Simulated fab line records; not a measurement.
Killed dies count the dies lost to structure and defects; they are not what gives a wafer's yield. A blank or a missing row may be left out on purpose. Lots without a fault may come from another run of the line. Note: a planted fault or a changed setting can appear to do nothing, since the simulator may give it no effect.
Chamber matching :: flow nand-harc :: NHARC_A_STAIRCASE_ALD_420 on ald-hk-03: 4 sister chambers
The step deposits SiO2, target thk 20 nm, pulse time 6 s, ald cycles 200. 30 wafers are shown with their chamber, then 12 later ones without.

## WAFERS WITH THEIR CHAMBER
wafer: L074.2
chamber: 2
heater-power-w (W): 535
precursor-pulse-height-rel: 1.018

wafer: L074.4
chamber: 0
heater-power-w (W): 419
precursor-pulse-height-rel: 1.007

wafer: L074.6
chamber: 3
heater-power-w (W): 501
precursor-pulse-height-rel: 0.993

wafer: L076.1
chamber: 2
heater-power-w (W): 534
precursor-pulse-height-rel: 1.007

wafer: L076.2
chamber: 3
heater-power-w (W): 481
precursor-pulse-height-rel: 1.015

wafer: L076.6
chamber: 2
heater-power-w (W): 539
precursor-pulse-height-rel: 1.011

wafer: L077.1
chamber: 1
heater-power-w (W): 438
precursor-pulse-height-rel: 0.982

wafer: L077.3
chamber: 0
heater-power-w (W): 423
precursor-pulse-height-rel: 0.994

wafer: L077.6
chamber: 1
heater-power-w (W): 448
precursor-pulse-height-rel: 1.023

wafer: L077.2
chamber: 2
heater-power-w (W): 550
precursor-pulse-height-rel: 1.043

wafer: L077.4
chamber: 3
heater-power-w (W): 479
precursor-pulse-height-rel: 0.967

wafer: L077.5
chamber: 2
heater-power-w (W): 532
precursor-pulse-height-rel: 1.067

wafer: L078.1
chamber: 1
heater-power-w (W): 450
precursor-pulse-height-rel: 0.979

wafer: L078.5
chamber: 1
heater-power-w (W): 443
precursor-pulse-height-rel: 0.979

wafer: L078.6
chamber: 0
heater-power-w (W): 410
precursor-pulse-height-rel: 0.954

wafer: L087.1
chamber: 3
heater-power-w (W): 472
precursor-pulse-height-rel: 1.019

wafer: L087.5
chamber: 0
heater-power-w (W): 457
precursor-pulse-height-rel: 0.990

wafer: L087.6
chamber: 3
heater-power-w (W): 476
precursor-pulse-height-rel: 0.980

wafer: L087.2
chamber: 0
heater-power-w (W): 467
precursor-pulse-height-rel: 1.015

wafer: L087.3
chamber: 2
heater-power-w (W): 522
precursor-pulse-height-rel: 0.981

wafer: L087.4
chamber: 1
heater-power-w (W): 422
precursor-pulse-height-rel: 1.020

wafer: L086.1
chamber: 3
heater-power-w (W): 475
precursor-pulse-height-rel: 1.014

wafer: L086.2
chamber: 1
heater-power-w (W): 435
precursor-pulse-height-rel: 1.029

wafer: L086.5
chamber: 3
heater-power-w (W): 470
precursor-pulse-height-rel: 1.018

wafer: L088.1
chamber: 1
heater-power-w (W): 428
precursor-pulse-height-rel: 1.034

wafer: L088.3
chamber: 2
heater-power-w (W): 515
precursor-pulse-height-rel: 1.001

wafer: L088.6
chamber: 1
heater-power-w (W): 438
precursor-pulse-height-rel: 1.009

wafer: L090.2
chamber: 3
heater-power-w (W): 473
precursor-pulse-height-rel: 1.013

wafer: L090.4
chamber: 2
heater-power-w (W): 521
precursor-pulse-height-rel: 0.982

wafer: L090.5
chamber: 3
heater-power-w (W): 466
precursor-pulse-height-rel: 1.005

SIGNATURES (means of the wafers above)
reading: heater-power-w
chamber 0: 435.20
chamber 1: 437.75
chamber 2: 531.00
chamber 3: 477.00
scatter within a chamber: 13.7

reading: precursor-pulse-height-rel
chamber 0: 0.99200
chamber 1: 1.00687
chamber 2: 1.01375
chamber 3: 1.00267
scatter within a chamber: 0.0239
Rule: distance of a wafer from a chamber = root of the sum over the readings of ((wafer's reading minus chamber's mean) / reading's scatter) squared. If the next closest chamber is less than 2 further off than the closest, the wafer can't be placed; otherwise it belongs to the closest. The scatter: the root of (the sum of the squares of (reading less its chamber's mean) over the shown wafers, divided by (wafers less chambers)).

## WAFERS WITHOUT THEIR CHAMBER
wafer: L094.2
heater-power-w (W): 520
precursor-pulse-height-rel: 0.963

wafer: L094.5
heater-power-w (W): 469
precursor-pulse-height-rel: 0.979

wafer: L094.6
heater-power-w (W): 450
precursor-pulse-height-rel: 1.017

wafer: L093.1
heater-power-w (W): 473
precursor-pulse-height-rel: 0.991

wafer: L093.2
heater-power-w (W): 478
precursor-pulse-height-rel: 0.980

wafer: L093.6
heater-power-w (W): 446
precursor-pulse-height-rel: 0.979

wafer: L096.1
heater-power-w (W): 474
precursor-pulse-height-rel: 0.982

wafer: L096.4
heater-power-w (W): 432
precursor-pulse-height-rel: 0.991

wafer: L096.5
heater-power-w (W): 527
precursor-pulse-height-rel: 0.989

wafer: L097.3
heater-power-w (W): 435
precursor-pulse-height-rel: 1.013

wafer: L097.4
heater-power-w (W): 530
precursor-pulse-height-rel: 1.003

wafer: L097.6
heater-power-w (W): 479
precursor-pulse-height-rel: 0.989

## EACH ONE'S CHAMBER
wafer: L094.2
from the rows above: can't be placed: 2 or 3
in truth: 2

wafer: L094.5
from the rows above: can't be placed: 3 or 0 or 1
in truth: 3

wafer: L094.6
from the rows above: can't be placed: 1 or 0 or 3
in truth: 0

wafer: L093.1
from the rows above: 3
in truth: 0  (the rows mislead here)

wafer: L093.2
from the rows above: 3
in truth: 3

wafer: L093.6
from the rows above: can't be placed: 0 or 1 or 3
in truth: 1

wafer: L096.1
from the rows above: can't be placed: 3 or 1 or 0
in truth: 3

wafer: L096.4
from the rows above: can't be placed: 0 or 1
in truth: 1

wafer: L096.5
from the rows above: 2
in truth: 2

wafer: L097.3
from the rows above: can't be placed: 1 or 0
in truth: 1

wafer: L097.4
from the rows above: 2
in truth: 2

wafer: L097.6
from the rows above: 3
in truth: 3
Correct placement for 4 of the 12. Not placeable from these rows: 7 (in 7, the candidates include the true chamber). Placed wrongly: 1.
